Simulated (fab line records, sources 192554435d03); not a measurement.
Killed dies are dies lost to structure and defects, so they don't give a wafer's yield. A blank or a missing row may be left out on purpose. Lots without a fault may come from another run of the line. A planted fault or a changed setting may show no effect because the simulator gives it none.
Chamber matching | flow n5_finfet | N5_SD_EPI_P_ETCH_47 on rie_diel-06: 4 sister chambers
The step etches SiOCN in CH3F/O2, target depth 25 nm. 4 wafers are shown with their chamber, then 10 later ones without.

WAFERS WITH THEIR CHAMBER
wafer  | chamber | showerhead_plenum_p_Torr (Torr)
L083.1 | 3       | 1.90
L085.1 | 0       | 2.04
L087.1 | 2       | 2.09
L087.5 | 1       | 2.05

WAFERS WITHOUT THEIR CHAMBER
wafer  | showerhead_plenum_p_Torr (Torr)
L087.6 | 2.04
L091.3 | 2.09
L091.4 | 1.90
L091.5 | 2.04
L096.1 | 2.09
L096.2 | 2.03
L096.3 | 2.04
L097.2 | 2.04
L097.4 | 2.03
L097.6 | 1.89

WHICH CHAMBER EACH WENT THROUGH
wafer  | from the rows above     | in truth
L087.6 | can't be placed: 0 or 1 | 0
L091.3 | 2                       | 2
L091.4 | 3                       | 3
L091.5 | can't be placed: 0 or 1 | 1
L096.1 | 2                       | 2
L096.2 | can't be placed: 0 or 1 | 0
L096.3 | can't be placed: 0 or 1 | 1
L097.2 | can't be placed: 0 or 1 | 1
L097.4 | can't be placed: 0 or 1 | 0
L097.6 | 3                       | 3
Placed correctly: 4 of 10. Can't be placed from these rows: 6 (the true chamber is among the candidates in 6). Placed wrongly: 0.
How it was worked out, from the rows above alone: a wafer's distance from a chamber is the root of the sum, over the readings, of the square of ((its reading less the chamber's mean) divided by the reading's scatter). The wafer belongs to the nearest chamber; if the next one is less than 2 further off, it can't be placed. A chamber's mean is the mean of its shown wafers. The scatter: with one shown wafer a chamber, the root of the mean of the squares of how far each hidden wafer lies from its nearest shown one.
